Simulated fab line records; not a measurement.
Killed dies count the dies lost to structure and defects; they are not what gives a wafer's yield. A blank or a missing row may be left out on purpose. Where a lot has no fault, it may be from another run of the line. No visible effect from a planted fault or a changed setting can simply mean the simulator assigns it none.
Chamber matching / flow n5-finfet / N5_BEOL_M10_DEP_56 on pecvd-03 has 3 sister chambers
The step deposits SiCN from 3MS/NH3, target thk 15 nm, time 26.5 s. 3 wafers are shown with their chamber, then 11 later ones without.

== EACH WAFER AND ITS CHAMBER ==
wafer=L090.5; chamber=2; showerhead-plenum-p-Torr (Torr)=3.644
wafer=L090.6; chamber=0; showerhead-plenum-p-Torr (Torr)=3.687
wafer=L091.1; chamber=1; showerhead-plenum-p-Torr (Torr)=3.676

== WAFERS MISSING THEIR CHAMBER ==
wafer=L091.4; showerhead-plenum-p-Torr (Torr)=3.686
wafer=L091.5; showerhead-plenum-p-Torr (Torr)=3.636
wafer=L093.1; showerhead-plenum-p-Torr (Torr)=3.687
wafer=L093.3; showerhead-plenum-p-Torr (Torr)=3.646
wafer=L093.4; showerhead-plenum-p-Torr (Torr)=3.683
wafer=L094.1; showerhead-plenum-p-Torr (Torr)=3.672
wafer=L094.2; showerhead-plenum-p-Torr (Torr)=3.697
wafer=L094.3; showerhead-plenum-p-Torr (Torr)=3.646
wafer=L094.4; showerhead-plenum-p-Torr (Torr)=3.641
wafer=L094.5; showerhead-plenum-p-Torr (Torr)=3.693
wafer=L094.6; showerhead-plenum-p-Torr (Torr)=3.674

== CHAMBER TAKEN BY EACH ==
wafer=L091.4; from the rows above=can't be placed: 0 or 1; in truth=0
wafer=L091.5; from the rows above=2; in truth=2
wafer=L093.1; from the rows above=0; in truth=0
wafer=L093.3; from the rows above=2; in truth=2
wafer=L093.4; from the rows above=can't be placed: 0 or 1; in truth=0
wafer=L094.1; from the rows above=1; in truth=1
wafer=L094.2; from the rows above=0; in truth=0
wafer=L094.3; from the rows above=2; in truth=2
wafer=L094.4; from the rows above=2; in truth=2
wafer=L094.5; from the rows above=0; in truth=0
wafer=L094.6; from the rows above=1; in truth=1
Correctly placed: 9 of 11. Unplaceable from these rows: 2, with the true chamber sitting among the candidates in 2. Wrongly placed: 0.
How it was worked out, from the rows above alone: a wafer's distance from a chamber is the root of the sum, over the readings, of the square of ((its reading less the chamber's mean) divided by the reading's scatter). The wafer belongs to the nearest chamber; if the next one is less than 2 further off, it can't be placed. For every chamber, the mean is computed from those of its wafers that are shown. The scatter (one wafer shown for each chamber): square how far every hidden wafer sits from the nearest shown wafer, average those squares and take the square root.
